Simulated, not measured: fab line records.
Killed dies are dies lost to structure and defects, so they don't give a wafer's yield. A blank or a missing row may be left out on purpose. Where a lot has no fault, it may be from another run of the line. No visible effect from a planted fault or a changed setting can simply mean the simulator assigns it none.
fab line records	flow n5-finfet
record lots=24	wafers=72	last-day=19
route steps=1938 shown BEOL_M2@893 BEOL_M3@998
lots with no fault: from the same line, run without faults
start-h: start of the lot's first displayed wafer, in hours after the record's first day	wait-h: hours elapsed since this lot's preceding step	" unchanged from the row above	L1.1+2: several wafers, shown together as one row	- either no value or no given start	* or withheld: withheld	< > ~ a bound
route shown NAME@n: a module of which the file shows steps, and the number in the route of the first	usual: the fault-free wafers' mean and standard deviation	same: alike in all rows	chamber/n: place in a boat	sites: the reading at each site	_std_site: their standard deviation	_edge_site: mean of outer sites minus mean of inner sites	radius-mm: for every site, how far away it sits from the centre of the wafer	mask NAME#n: copy n	behind: the last tool/chamber to shape the wafer	hold: the reason the lot was held/the length of the hold in hours/how it ended	device: whichever transistor did not switch (one of n, p or np)	end of line: the tests these same wafers got at the end of their route	a step given without rows: its recipe and nothing more	killed: at the first sort, the dies lost to defects and structure; wafer yield is something else	map: dies across one wafer; x = killed, . = not, _ = none there
set.NAME: setting as actually run; set.NAME@STEP: the setting as run at that earlier step	model.NAME: the simulator's own value behind a step, which no gauge read
route steps across a sampled set of lots; one table per step, one row per wafer
services: when a tool's chamber went out of use (start-h, in hours from the record's first day, below 0 if earlier), for how many hours, and the reason
## steps
# step N5_BEOL_M2_OCD_MEAS_38
# usual trench-depth-nm=56.0/1
lot.wafer	tool	chamber	start-h	wait-h	trench-depth-nm
L075.1	ocd-01	-	154.78	-	56.4
L075.2	"	-	"	"	53.7
L075.6	"	-	"	"	54.9
L074.2	ocd-02	-	155.27	-	55.9
L074.3	"	-	"	"	54.6
L074.5	"	-	"	"	54.4
L076.1	ocd-02	-	161.72	-	56.1
L076.3	"	-	"	"	55.4
L076.6	"	-	"	"	54.9
L078.1	ocd-01	-	162.86	-	54.5
L078.3	"	-	"	"	56.8
L078.5	"	-	"	"	54.1
L077.1	ocd-02	-	168.55	-	55.1
L077.4	"	-	"	"	54.2
L077.5	"	-	"	"	53.6
L079.1	ocd-02	-	175.00	-	56.3
L079.4	"	-	"	"	56.4
L079.6	"	-	"	"	54.6
L081.1	ocd-02	-	175.82	-	57.2
L081.3	"	-	"	"	56.6
L081.6	"	-	"	"	57.1
L080.2	ocd-01	-	175.82	-	54.6
L080.5	"	-	"	"	55.1
L080.6	"	-	"	"	57.1
L082.2	ocd-02	-	184.38	-	57.1
L082.4	"	-	"	"	57.7
L082.5	"	-	"	"	54.7
L083.1	ocd-01	-	200.13	-	57.4
L083.4	"	-	"	"	57.5
L083.5	"	-	"	"	55.7
L084.1	ocd-01	-	226.36	-	53.9
L084.5	"	-	"	"	57.8
L084.6	"	-	"	"	56.7
L085.1	ocd-02	-	236.27	-	54.7
L085.4	"	-	"	"	55.8
L085.5	"	-	"	"	57.0
L086.1	ocd-02	-	236.48	-	56.1
L086.2	"	-	"	"	57.0
L086.4	"	-	"	"	56.8
L088.2	ocd-02	-	241.69	-	56.1
L088.3	"	-	"	"	56.0
L088.5	"	-	"	"	57.1
L087.1	ocd-01	-	243.31	-	57.0
L087.5	"	-	"	"	53.5
L087.6	"	-	"	"	56.0
L089.1	ocd-02	-	250.69	-	54.9
L089.3	"	-	"	"	56.7
L089.4	"	-	"	"	56.4
L091.1	ocd-02	-	254.93	-	56.3
L091.2	"	-	"	"	57.4
L091.4	"	-	"	"	55.4
L090.4	ocd-01	-	254.93	-	55.7
L090.5	"	-	"	"	56.2
L090.6	"	-	"	"	55.9
L093.2	ocd-02	-	258.47	-	56.5
L093.3	"	-	"	"	54.5
L093.5	"	-	"	"	56.5
L092.4	ocd-01	-	261.67	-	56.1
L092.5	"	-	"	"	55.0
L092.6	"	-	"	"	55.1
L095.1	ocd-02	-	267.18	-	57.1
L095.3	"	-	"	"	54.8
L095.5	"	-	"	"	54.7
L094.1	ocd-01	-	275.26	-	56.1
L094.2	"	-	"	"	55.8
L094.3	"	-	"	"	56.5
L096.1	ocd-02	-	285.10	-	56.7
L096.5	"	-	"	"	57.0
L096.6	"	-	"	"	56.9
L097.1	ocd-01	-	297.83	-	56.5
L097.3	"	-	"	"	56.2
L097.5	"	-	"	"	55.9
# step N5_BEOL_M2_DEGAS_44
# recipe ambient=vacuum	temp-c=250	time-s=60
# usual heater-power-w=326/30
lot.wafer	tool	chamber	start-h	wait-h	heater-power-w
L075.1	pvd-sputter-01	-	155.52	0.6	332
L075.2	"	-	"	"	304
L075.6	"	-	"	"	303
L074.2	pvd-sputter-02	-	155.70	0.3	314
L074.3	"	-	"	"	385
L074.5	"	-	"	"	306
L076.1	pvd-sputter-01	-	161.91	0.0	304
L076.3	"	-	"	"	279
L076.6	"	-	"	"	328
L078.1	pvd-sputter-03	-	163.91	0.9	310
L078.3	"	-	"	"	354
L078.5	"	-	"	"	294
L077.1	pvd-sputter-01	-	168.98	0.3	303
L077.4	"	-	"	"	282
L077.5	"	-	"	"	307
L079.1	pvd-sputter-02	-	175.63	0.5	361
L079.4	"	-	"	"	306
L079.6	"	-	"	"	357
L081.1	pvd-sputter-02	-	176.35	0.4	380
L081.3	"	-	"	"	307
L081.6	"	-	"	"	298
L080.2	pvd-sputter-03	-	176.43	0.5	346
L080.5	"	-	"	"	297
L080.6	"	-	"	"	359
L082.2	pvd-sputter-03	-	184.95	0.4	355
L082.4	"	-	"	"	353
L082.5	"	-	"	"	305
L083.1	pvd-sputter-02	-	200.54	0.2	315
L083.4	"	-	"	"	379
L083.5	"	-	"	"	319
L084.1	pvd-sputter-01	-	226.68	0.2	340
L084.5	"	-	"	"	329
L084.6	"	-	"	"	308
L085.1	pvd-sputter-01	-	236.96	0.4	347
L085.4	"	-	"	"	301
L085.5	"	-	"	"	313
L086.1	pvd-sputter-02	-	237.10	0.5	359
L086.2	"	-	"	"	314
L086.4	"	-	"	"	308
L088.2	pvd-sputter-01	-	243.30	1.5	279
L088.3	"	-	"	"	343
L088.5	"	-	"	"	278
L087.1	pvd-sputter-03	-	243.56	0.1	299
L087.5	"	-	"	"	355
L087.6	"	-	"	"	312
L089.1	pvd-sputter-02	-	250.94	0.1	376
L089.3	"	-	"	"	310
L089.4	"	-	"	"	361
L090.4	pvd-sputter-03	-	255.42	0.3	351
L090.5	"	-	"	"	281
L090.6	"	-	"	"	347
L091.1	pvd-sputter-02	-	255.50	0.4	373
L091.2	"	-	"	"	316
L091.4	"	-	"	"	368
L093.2	pvd-sputter-02	-	259.20	0.6	377
L093.3	"	-	"	"	314
L093.5	"	-	"	"	364
L092.4	pvd-sputter-03	-	261.90	0.1	344
L092.5	"	-	"	"	285
L092.6	"	-	"	"	343
L095.1	pvd-sputter-01	-	267.84	0.5	307
L095.3	"	-	"	"	351
L095.5	"	-	"	"	353
L094.1	pvd-sputter-02	-	275.85	0.4	304
L094.2	"	-	"	"	357
L094.3	"	-	"	"	375
L096.1	pvd-sputter-03	-	285.59	0.3	290
L096.5	"	-	"	"	313
L096.6	"	-	"	"	361
L097.1	pvd-sputter-01	-	298.02	0.0	307
L097.3	"	-	"	"	273
L097.5	"	-	"	"	307
# step N5_BEOL_M2_PRE_CLEAN_45
# recipe gas=H2/He	time-s=30	temp-c=250
# usual heater-power-w=327/29
lot.wafer	tool	chamber	start-h	wait-h	heater-power-w
L075.1	pvd-sputter-01	-	155.56	0.0	328
L075.2	"	-	"	"	304
L075.6	"	-	"	"	304
L074.2	pvd-sputter-02	-	155.74	0.0	321
L074.3	"	-	"	"	369
L074.5	"	-	"	"	304
L076.1	pvd-sputter-01	-	161.95	0.0	301
L076.3	"	-	"	"	283
L076.6	"	-	"	"	328
L078.1	pvd-sputter-03	-	163.95	0.0	311
L078.3	"	-	"	"	350
L078.5	"	-	"	"	295
L077.1	pvd-sputter-01	-	169.02	0.0	303
L077.4	"	-	"	"	276
L077.5	"	-	"	"	305
L079.1	pvd-sputter-02	-	175.67	0.0	374
L079.4	"	-	"	"	316
L079.6	"	-	"	"	370
L081.1	pvd-sputter-02	-	176.39	0.0	380
L081.3	"	-	"	"	307
L081.6	"	-	"	"	309
L080.2	pvd-sputter-03	-	176.47	0.0	352
L080.5	"	-	"	"	301
L080.6	"	-	"	"	359
L082.2	pvd-sputter-03	-	184.99	0.0	364
L082.4	"	-	"	"	355
L082.5	"	-	"	"	315
L083.1	pvd-sputter-02	-	200.58	0.0	313
L083.4	"	-	"	"	370
L083.5	"	-	"	"	320
L084.1	pvd-sputter-01	-	226.72	0.0	340
L084.5	"	-	"	"	327
L084.6	"	-	"	"	306
L085.1	pvd-sputter-01	-	237.00	0.0	361
L085.4	"	-	"	"	310
L085.5	"	-	"	"	303
L086.1	pvd-sputter-02	-	237.14	0.0	362
L086.2	"	-	"	"	318
L086.4	"	-	"	"	307
L088.2	pvd-sputter-01	-	243.34	0.0	279
L088.3	"	-	"	"	354
L088.5	"	-	"	"	279
L087.1	pvd-sputter-03	-	243.60	0.0	298
L087.5	"	-	"	"	357
L087.6	"	-	"	"	314
L089.1	pvd-sputter-02	-	250.98	0.0	367
L089.3	"	-	"	"	308
L089.4	"	-	"	"	354
L090.4	pvd-sputter-03	-	255.46	0.0	345
L090.5	"	-	"	"	296
L090.6	"	-	"	"	353
L091.1	pvd-sputter-02	-	255.54	0.0	369
L091.2	"	-	"	"	311
L091.4	"	-	"	"	367
L093.2	pvd-sputter-02	-	259.24	0.0	367
L093.3	"	-	"	"	308
L093.5	"	-	"	"	358
L092.4	pvd-sputter-03	-	261.94	0.0	353
L092.5	"	-	"	"	291
L092.6	"	-	"	"	361
L095.1	pvd-sputter-01	-	267.88	0.0	308
L095.3	"	-	"	"	350
L095.5	"	-	"	"	341
L094.1	pvd-sputter-02	-	275.89	0.0	313
L094.2	"	-	"	"	368
L094.3	"	-	"	"	373
L096.1	pvd-sputter-03	-	285.63	0.0	295
L096.5	"	-	"	"	322
L096.6	"	-	"	"	349
L097.1	pvd-sputter-01	-	298.06	0.0	315
L097.3	"	-	"	"	280
L097.5	"	-	"	"	308
# step N5_BEOL_M2_SPUTTER_90
# recipe material=Cu	target-thk-a=45	temp-c=-20	chamber-pressure-pa=0.07	power-w=withheld	time-s=8.29
# usual chamber-pressure-pa=0.07001/0.00016	throttle-valve-pct=30.3/1.3
lot.wafer	tool	chamber	start-h	wait-h	chamber-pressure-pa	throttle-valve-pct
L075.1	pvd-sputter-02	-	157.30	0.1	0.06988	31.7
L075.2	"	-	"	"	0.07004	29.9
L075.6	"	-	"	"	0.06978	31.6
L074.2	pvd-sputter-02	-	159.14	0.1	0.06998	28.2
L074.3	"	-	"	"	0.07012	31.5
L074.5	"	-	"	"	0.07005	31.5
L076.1	pvd-sputter-02	-	163.80	0.1	0.06994	30.0
L076.3	"	-	"	"	0.06989	31.8
L076.6	"	-	"	"	0.06978	28.3
L078.1	pvd-sputter-01	-	165.82	0.1	0.06983	31.5
L078.3	"	-	"	"	0.06992	32.9
L078.5	"	-	"	"	0.06996	33.0
L077.1	pvd-sputter-03	-	170.71	0.1	0.07018	31.0
L077.4	"	-	"	"	0.06982	30.1
L077.5	"	-	"	"	0.07008	29.2
L079.1	pvd-sputter-02	-	177.53	0.1	0.07014	28.5
L079.4	"	-	"	"	0.06999	29.1
L079.6	"	-	"	"	0.07028	31.7
L080.2	pvd-sputter-01	-	179.42	0.1	0.06994	30.9
L080.5	"	-	"	"	0.07002	32.8
L080.6	"	-	"	"	0.07012	29.6
L081.1	pvd-sputter-02	-	179.47	0.1	0.07039	29.8
L081.3	"	-	"	"	0.07001	31.5
L081.6	"	-	"	"	0.06991	29.6
L082.2	pvd-sputter-03	-	186.93	0.1	0.06996	29.1
L082.4	"	-	"	"	0.07016	30.2
L082.5	"	-	"	"	0.06981	30.9
L083.1	pvd-sputter-02	-	202.97	0.1	0.07007	31.8
L083.4	"	-	"	"	0.06978	29.6
L083.5	"	-	"	"	0.07022	29.8
L084.1	pvd-sputter-03	-	228.54	0.1	0.07014	31.0
L084.5	"	-	"	"	0.06995	30.8
L084.6	"	-	"	"	0.07019	29.1
L085.1	pvd-sputter-02	-	238.66	0.1	0.07021	28.5
L085.4	"	-	"	"	0.06981	29.5
L085.5	"	-	"	"	0.07014	30.1
L086.1	pvd-sputter-01	-	238.96	0.1	0.06969	30.9
L086.2	"	-	"	"	0.07006	30.0
L086.4	"	-	"	"	0.06982	31.8
L088.2	pvd-sputter-03	-	244.98	0.1	0.07036	28.9
L088.3	"	-	"	"	0.06999	30.0
L088.5	"	-	"	"	0.07	30.4
L087.1	pvd-sputter-02	-	245.45	0.1	0.06994	31.5
L087.5	"	-	"	"	0.07017	31.7
L087.6	"	-	"	"	0.07026	29.4
L089.1	pvd-sputter-01	-	254.39	0.1	0.06983	30.4
L089.3	"	-	"	"	0.06993	30.0
L089.4	"	-	"	"	0.06991	33.1
L090.4	pvd-sputter-01	-	257.14	0.1	0.07005	29.7
L090.5	"	-	"	"	0.07013	31.2
L090.6	"	-	"	"	0.06991	30.7
L091.1	pvd-sputter-02	-	257.28	0.1	0.07001	30.0
L091.2	"	-	"	"	0.07016	28.4
L091.4	"	-	"	"	0.0698	31.6
L093.2	pvd-sputter-02	-	261.04	0.1	0.0699	28.5
L093.3	"	-	"	"	0.07004	30.3
L093.5	"	-	"	"	0.0699	28.4
L092.4	pvd-sputter-01	-	266.92	0.1	0.06984	30.7
L092.5	"	-	"	"	0.07004	29.5
L092.6	"	-	"	"	0.06975	33.0
L095.1	pvd-sputter-02	-	269.65	0.1	0.07005	28.6
L095.3	"	-	"	"	0.07	30.0
L095.5	"	-	"	"	0.07018	28.5
L094.1	pvd-sputter-03	-	277.59	0.1	0.07011	29.0
L094.2	"	-	"	"	0.06982	30.9
L094.3	"	-	"	"	0.07016	30.6
L096.1	pvd-sputter-03	-	287.59	0.1	0.06974	28.8
L096.5	"	-	"	"	0.07016	29.1
L096.6	"	-	"	"	0.06986	30.3
L097.1	pvd-sputter-01	-	299.86	0.1	0.06999	29.6
L097.3	"	-	"	"	0.06989	33.1
L097.5	"	-	"	"	0.07013	29.8
# step N5_BEOL_M2_ANNEAL_93
# recipe temp-c=400	time-s=240	ambient=vacuum
# usual heater-power-w=823/71
lot.wafer	tool	chamber	start-h	wait-h	heater-power-w
L075.1	pvd-sputter-02	-	157.60	0.0	890
L075.2	"	-	"	"	792
L075.6	"	-	"	"	918
L074.2	pvd-sputter-02	-	159.44	0.0	929
L074.3	"	-	"	"	894
L074.5	"	-	"	"	888
L076.1	pvd-sputter-02	-	164.10	0.0	782
L076.3	"	-	"	"	908
L076.6	"	-	"	"	951
L078.1	pvd-sputter-01	-	166.12	0.0	678
L078.3	"	-	"	"	816
L078.5	"	-	"	"	821
L077.1	pvd-sputter-03	-	171.01	0.0	796
L077.4	"	-	"	"	892
L077.5	"	-	"	"	735
L079.1	pvd-sputter-02	-	177.83	0.0	936
L079.4	"	-	"	"	780
L079.6	"	-	"	"	902
L080.2	pvd-sputter-01	-	179.72	0.0	864
L080.5	"	-	"	"	827
L080.6	"	-	"	"	793
L081.1	pvd-sputter-02	-	179.77	0.0	808
L081.3	"	-	"	"	898
L081.6	"	-	"	"	769
L082.2	pvd-sputter-03	-	187.23	0.0	876
L082.4	"	-	"	"	872
L082.5	"	-	"	"	762
L083.1	pvd-sputter-02	-	203.27	0.0	907
L083.4	"	-	"	"	778
L083.5	"	-	"	"	791
L084.1	pvd-sputter-03	-	228.84	0.0	788
L084.5	"	-	"	"	786
L084.6	"	-	"	"	732
L085.1	pvd-sputter-02	-	238.96	0.0	950
L085.4	"	-	"	"	777
L085.5	"	-	"	"	794
L086.1	pvd-sputter-01	-	239.26	0.0	881
L086.2	"	-	"	"	747
L086.4	"	-	"	"	703
L088.2	pvd-sputter-03	-	245.28	0.0	874
L088.3	"	-	"	"	892
L088.5	"	-	"	"	875
L087.1	pvd-sputter-02	-	245.75	0.0	904
L087.5	"	-	"	"	882
L087.6	"	-	"	"	793
L089.1	pvd-sputter-01	-	254.69	0.0	861
L089.3	"	-	"	"	771
L089.4	"	-	"	"	818
L090.4	pvd-sputter-01	-	257.44	0.0	775
L090.5	"	-	"	"	698
L090.6	"	-	"	"	860
L091.1	pvd-sputter-02	-	257.58	0.0	790
L091.2	"	-	"	"	945
L091.4	"	-	"	"	895
L093.2	pvd-sputter-02	-	261.34	0.0	922
L093.3	"	-	"	"	771
L093.5	"	-	"	"	936
L092.4	pvd-sputter-01	-	267.22	0.0	869
L092.5	"	-	"	"	769
L092.6	"	-	"	"	845
L095.1	pvd-sputter-02	-	269.95	0.0	928
L095.3	"	-	"	"	791
L095.5	"	-	"	"	932
L094.1	pvd-sputter-03	-	277.89	0.0	881
L094.2	"	-	"	"	791
L094.3	"	-	"	"	891
L096.1	pvd-sputter-03	-	287.89	0.0	727
L096.5	"	-	"	"	882
L096.6	"	-	"	"	874
L097.1	pvd-sputter-01	-	300.16	0.0	760
L097.3	"	-	"	"	808
L097.5	"	-	"	"	761
# step N5_BEOL_M3_SPUTTER_81
# recipe material=Cu	target-thk-a=45	temp-c=-20	chamber-pressure-pa=0.07	power-w=withheld	time-s=8.29
# usual chamber-pressure-pa=0.07/0.00016	throttle-valve-pct=30.4/1.3
lot.wafer	tool	chamber	start-h	wait-h	chamber-pressure-pa	throttle-valve-pct
L075.1	pvd-sputter-02	-	171.89	0.1	0.06967	31.7
L075.2	"	-	"	"	0.06997	28.5
L075.6	"	-	"	"	0.07003	28.8
L074.2	pvd-sputter-01	-	172.54	0.1	0.07015	33.1
L074.3	"	-	"	"	0.07	29.9
L074.5	"	-	"	"	0.06969	30.8
L076.1	pvd-sputter-01	-	176.66	0.1	0.07011	30.0
L076.3	"	-	"	"	0.06993	30.2
L076.6	"	-	"	"	0.06999	33.3
L078.1	pvd-sputter-03	-	177.13	0.1	0.06992	31.1
L078.3	"	-	"	"	0.07008	29.0
L078.5	"	-	"	"	0.06991	29.1
L077.1	pvd-sputter-03	-	179.57	0.1	0.06985	30.3
L077.4	"	-	"	"	0.06959	30.8
L077.5	"	-	"	"	0.06995	30.9
L079.1	pvd-sputter-02	-	186.29	0.1	0.06996	29.6
L079.4	"	-	"	"	0.06991	31.6
L079.6	"	-	"	"	0.07003	28.6
L080.2	pvd-sputter-02	-	188.13	0.1	0.07007	29.4
L080.5	"	-	"	"	0.06983	28.4
L080.6	"	-	"	"	0.07008	31.6
L081.1	pvd-sputter-02	-	190.27	0.1	0.0703	28.3
L081.3	"	-	"	"	0.06992	29.4
L081.6	"	-	"	"	0.06999	31.6
L082.2	pvd-sputter-02	-	199.04	0.1	0.06993	29.6
L082.4	"	-	"	"	0.07011	31.6
L082.5	"	-	"	"	0.06984	29.4
L083.1	pvd-sputter-03	-	239.12	0.1	0.07003	29.3
L083.4	"	-	"	"	0.0702	29.1
L083.5	"	-	"	"	0.06995	30.2
L084.1	pvd-sputter-02	-	241.58	0.1	0.07003	28.4
L084.5	"	-	"	"	0.06993	28.3
L084.6	"	-	"	"	0.07018	31.7
L085.1	pvd-sputter-01	-	258.62	0.1	0.07016	29.7
L085.4	"	-	"	"	0.06991	33.0
L085.5	"	-	"	"	0.07002	30.6
L086.1	pvd-sputter-03	-	262.73	0.1	0.0701	30.2
L086.2	"	-	"	"	0.07013	29.3
L086.4	"	-	"	"	0.06989	30.8
L088.2	pvd-sputter-03	-	266.57	0.1	0.07004	30.9
L088.3	"	-	"	"	0.07018	28.9
L088.5	"	-	"	"	0.07014	30.9
L087.1	pvd-sputter-03	-	268.81	0.1	0.06987	28.9
L087.5	"	-	"	"	0.07003	29.0
L087.6	"	-	"	"	0.07025	30.2
L089.1	pvd-sputter-01	-	272.15	0.1	0.06977	31.7
L089.3	"	-	"	"	0.07027	32.9
L089.4	"	-	"	"	0.06999	30.5
L090.4	pvd-sputter-03	-	272.49	0.1	0.0703	29.0
L090.5	"	-	"	"	0.07008	31.0
L090.6	"	-	"	"	0.06991	30.3
L091.1	pvd-sputter-01	-	274.07	0.1	0.07033	30.8
L091.2	"	-	"	"	0.07002	29.4
L091.4	"	-	"	"	0.06977	33.0
L093.2	pvd-sputter-01	-	276.76	0.1	0.0702	33.1
L093.3	"	-	"	"	0.07024	31.3
L093.5	"	-	"	"	0.07002	31.5
L092.4	pvd-sputter-03	-	283.67	0.1	0.07019	29.3
L092.5	"	-	"	"	0.07023	30.7
L092.6	"	-	"	"	0.06995	30.4
L095.1	pvd-sputter-02	-	287.91	0.1	0.07007	29.9
L095.3	"	-	"	"	0.06987	28.2
L095.5	"	-	"	"	0.07028	31.6
L094.1	pvd-sputter-01	-	290.33	0.1	0.06986	32.9
L094.2	"	-	"	"	0.06994	29.6
L094.3	"	-	"	"	0.07007	31.5
L096.1	pvd-sputter-02	-	317.80	0.1	0.06995	28.5
L096.5	"	-	"	"	0.06985	29.5
L096.6	"	-	"	"	0.06994	31.6
L097.1	pvd-sputter-01	-	329.06	0.1	0.07001	30.9
L097.3	"	-	"	"	0.07024	31.6
L097.5	"	-	"	"	0.07022	33.0
## services
tool	chamber	start-h	hours	kind
pvd-sputter-03	-	157.03	5.4	repair
pvd-sputter-02	-	229.10	4.9	repair
pvd-sputter-01	-	264.67	2.1	repair
## key
fault none
